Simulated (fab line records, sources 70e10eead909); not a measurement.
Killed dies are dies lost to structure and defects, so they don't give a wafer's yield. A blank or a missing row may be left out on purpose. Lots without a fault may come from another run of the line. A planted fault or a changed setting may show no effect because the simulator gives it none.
Which tool did it? | flow nand_harc | 13 lots, 39 wafers sampled, at 3 steps of a route of 1302

WHAT THE GAUGES READ, wafer by wafer
NHARC_A_M0_CD_MEAS_09: target cd 80 nm. Usual: cd_nm 79.9 nm, standard deviation 0.69.
lot  | measured     | on        | cd_nm (nm)     | flag
L362 | day 23 04:45 | cd_sem-03 | 80.1 81.0 79.9 |
L364 | day 23 13:37 | cd_sem-03 | 78.7 79.4 79.1 |
L365 | day 23 14:51 | cd_sem-01 | 79.9 79.7 79.9 |
L367 | day 24 11:10 | cd_sem-03 | 80.4 80.8 80.8 |
L368 | day 25 02:31 | cd_sem-01 | 79.7 80.0 81.0 |
L369 | day 25 05:40 | cd_sem-03 | 79.7 79.3 80.1 |
L370 | day 26 14:44 | cd_sem-01 | 80.6 80.5 79.6 |
L372 | day 26 16:06 | cd_sem-01 | 79.8 79.3 78.7 |
L371 | day 26 20:28 | cd_sem-03 | 80.2 79.7 80.5 |
L380 | day 30 10:29 | cd_sem-01 | 66.7 79.1 76.6 | OFF
L383 | day 31 18:48 | cd_sem-02 | 79.6 80.8 79.5 |
L384 | day 32 01:43 | cd_sem-02 | 80.2 79.8 80.2 |
L385 | day 32 11:49 | cd_sem-02 | 79.9 79.7 79.3 |

WHICH TOOL RAN EACH LOT (tool, then ch and the chambers of the sampled wafers, then the start)
lot  | NHARC_A_BLC_PVD_32                      | NHARC_A_M0_EXPOSE_06
L362 | pvd_sputter-03, day 23 04:37 or earlier | arfi_scanner-03 ch 0, day 23 04:37
L364 | pvd_sputter-02, day 23 13:28 or earlier | arfi_scanner-02 ch 0, day 23 13:28
L365 | pvd_sputter-01, day 23 14:43 or earlier | arfi_scanner-01 ch 0, day 23 14:43
L367 | pvd_sputter-03, day 24 11:01 or earlier | arfi_scanner-02 ch 0, day 24 11:01
L368 | pvd_sputter-01, day 25 02:23 or earlier | arfi_scanner-02 ch 0, day 25 02:23
L369 | pvd_sputter-02, day 25 05:32 or earlier | arfi_scanner-03 ch 0, day 25 05:32
L370 | pvd_sputter-01, day 26 14:36 or earlier | arfi_scanner-02 ch 0, day 26 14:36
L372 | pvd_sputter-03, day 26 15:57 or earlier | arfi_scanner-01 ch 0, day 26 15:57
L371 | pvd_sputter-03, day 26 20:20 or earlier | arfi_scanner-01 ch 0, day 26 20:20
L380 | pvd_sputter-03, day 30 10:21 or earlier | arfi_scanner-02 ch 0, day 30 10:21
L383 | pvd_sputter-03, day 31 18:40 or earlier | arfi_scanner-03 ch 0, day 31 18:40
L384 | pvd_sputter-03, day 32 01:34 or earlier | arfi_scanner-01 ch 0, day 32 01:34
L385 | pvd_sputter-01, day 32 11:41 or earlier | arfi_scanner-03 ch 0, day 32 11:41
- NHARC_A_BLC_PVD_32: deposits Ti, target thk 5 nm, time 17.7 s.
- NHARC_A_M0_EXPOSE_06: exposes mask A M0, target cd 80 nm.

WHAT THE TOOLS THEMSELVES READ (means of the sampled wafers that have a number; where no wafer has one, the mark that the record gives instead)
NHARC_A_BLC_PVD_32. Usual: throttle_valve_pct 30.1 %, standard deviation 0.97.
lot  | tool           | throttle_valve_pct (%) | flag
L362 | pvd_sputter-03 | 29.5                   |
L364 | pvd_sputter-02 | 30.7                   |
L365 | pvd_sputter-01 | 29.6                   |
L367 | pvd_sputter-03 | 29.5                   |
L368 | pvd_sputter-01 | 30.4                   |
L369 | pvd_sputter-02 | 30.5                   |
L370 | pvd_sputter-01 | 29.9                   |
L372 | pvd_sputter-03 | 29.5                   |
L371 | pvd_sputter-03 | 29.6                   |
L380 | pvd_sputter-03 | 29.7                   |
L383 | pvd_sputter-03 | 29.3                   |
L384 | pvd_sputter-03 | 29.2                   |
L385 | pvd_sputter-01 | 29.6                   |

NHARC_A_M0_EXPOSE_06. Usual: exposure_dose_mJ_cm2 83.26, standard deviation 0.081.
lot  | tool            | exposure_dose_mJ_cm2 | flag
L362 | arfi_scanner-03 | 83.18                |
L364 | arfi_scanner-02 | 83.28                |
L365 | arfi_scanner-01 | 83.22                |
L367 | arfi_scanner-02 | 83.27                |
L368 | arfi_scanner-02 | 83.31                |
L369 | arfi_scanner-03 | 83.31                |
L370 | arfi_scanner-02 | 83.25                |
L372 | arfi_scanner-01 | 83.35                |
L371 | arfi_scanner-01 | 83.27                |
L380 | arfi_scanner-02 | 89.48                | OFF
L383 | arfi_scanner-03 | 83.22                |
L384 | arfi_scanner-01 | 83.21                |
L385 | arfi_scanner-03 | 83.27                |

THE ANSWER, worked out from the rows above alone
Rule: a lot is off if the mean of its wafers that have a number lies more than 3 standard deviations from the usual mean. A lot without any number at a reading at which 4 lots or more have one is off too. The other lots that the step has rows for count as sound. The gauges are gone through in route order, then the tools' own readings, and for those a lot's mean is taken as printed above. The first step at which some lot is off is used, and at that step the reading that is off furthest; a lot without a number counts as furthest.
Off: L380, at NHARC_A_M0_CD_MEAS_09 (cd_nm).
A tool fits if, at a process step before that reading, it ran every lot that is off, and no sound lot after the first of them. The gauges at NHARC_A_M0_CD_MEAS_09 aren't tried: what is off there is off at NHARC_A_M0_EXPOSE_06 too, on other tools, and a gauge's error can't cause that. NHARC_A_BLC_PVD_32 gives no start for some lots, so the hours and the order of its lots are those of NHARC_A_M0_EXPOSE_06. One fits: arfi_scanner-02 at NHARC_A_M0_EXPOSE_06. Its last sound lot is L370 (day 26 14:36), its first lot that is off L380 (day 30 10:21): a fault that began between those two fits.
The tool's own readings at NHARC_A_M0_EXPOSE_06 bear it out: on the lots that are off they differ by more than 5 times the standard deviation of the sound lots' means. exposure_dose_mJ_cm2 reads 89.48 there against 83.26 on the sound lots.

WHAT THE SIMULATOR HAD PUT IN
Process parameter drift: arfi_scanner-02, from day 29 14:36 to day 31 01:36, at NHARC_A_M0_EXPOSE_06. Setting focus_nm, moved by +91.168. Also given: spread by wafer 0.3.
Lots struck among those shown: L380. The rule above found the same.
